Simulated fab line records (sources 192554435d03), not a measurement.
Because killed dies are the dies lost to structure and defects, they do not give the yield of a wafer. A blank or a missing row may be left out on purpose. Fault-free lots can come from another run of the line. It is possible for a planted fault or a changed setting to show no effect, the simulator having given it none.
Matching of chambers	flow n5Finfet	N5_BEOL_M12_CMP_49 on cmp-03 has 4 sister chambers
The step polishes, stops on SiOC, t overpolish 20.6 s, target thk 320 nm. 20 wafers are shown with their chamber, then 10 later ones without.

## WAFERS WITH THEIR CHAMBER
wafer	chamber	motorCurrentA (A)	overpolishRunS (s)	barrierFieldEndpointS (s)
L074.2	3	5.8	20.600	30.1
L074.3	0	5.8	20.617	30.5
L074.4	1	5.5	20.592	30.3
L079.3	3	6.1	20.603	30.0
L079.4	2	5.7	20.591	29.7
L079.6	3	5.7	20.604	30.1
L075.1	0	5.6	20.601	29.9
L075.4	2	5.8	20.603	30.0
L075.5	1	5.3	20.608	29.7
L085.1	2	6.1	20.603	30.0
L085.3	1	5.0	20.591	30.8
L085.6	2	5.5	20.586	31.1
L088.3	3	5.9	20.584	30.4
L088.5	2	5.8	20.598	29.9
L088.6	3	6.0	20.613	30.3
L089.1	0	6.2	20.616	30.1
L089.3	2	5.7	20.610	30.6
L089.4	1	5.5	20.609	30.9
L090.1	0	5.7	20.600	29.6
L090.2	2	5.5	20.594	29.4

SIGNATURES (averages over the wafers above)
reading	chamber 0	chamber 1	chamber 2	chamber 3	scatter within a chamber
motorCurrentA	5.825	5.325	5.729	5.900	0.213
overpolishRunS	20.60850	20.60000	20.59786	20.60080	0.00934
barrierFieldEndpointS	30.025	30.425	30.100	30.180	0.461
Rule: for each reading, subtract the chamber's mean from the wafer's reading, divide by that reading's scatter and square the result; add these up over the readings and take the root, which gives the wafer's distance from the chamber. If the next closest chamber is less than 2 further off than the closest, the wafer can't be placed; otherwise it belongs to the closest. How the scatter is found: for the shown wafers, subtract from each reading the mean of its chamber, square and add these, divide the total by (wafers less chambers), then take the root.

## WAFERS WITHOUT THEIR CHAMBER
wafer	motorCurrentA (A)	overpolishRunS (s)	barrierFieldEndpointS (s)
L090.6	5.7	20.588	29.3
L092.1	5.9	20.590	30.3
L092.3	6.2	20.597	31.3
L092.6	5.9	20.602	30.0
L093.3	5.2	20.593	31.0
L093.5	5.7	20.611	31.3
L093.6	5.8	20.612	30.0
L097.3	5.9	20.597	29.6
L097.5	5.7	20.604	28.9
L097.6	5.4	20.586	29.5

## WHICH CHAMBER EACH WENT THROUGH
wafer	from the rows above	in truth
L090.6	can't be placed: 2 or 3 or 0 or 1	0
L092.1	can't be placed: 3 or 2 or 0 or 1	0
L092.3	can't be placed: 3 or 2 or 0 or 1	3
L092.6	can't be placed: 3 or 0 or 2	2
L093.3	can't be placed: 1 or 2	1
L093.5	can't be placed: 3 or 0 or 1 or 2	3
L093.6	can't be placed: 0 or 3 or 2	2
L097.3	can't be placed: 3 or 2 or 0 or 1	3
L097.5	can't be placed: 0 or 2 or 3 or 1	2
L097.6	can't be placed: 2 or 1 or 3 or 0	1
Placed correctly: 0 of 10. Unplaceable from these rows: 10, with the true chamber sitting among the candidates in 10. Wrongly placed: 0.
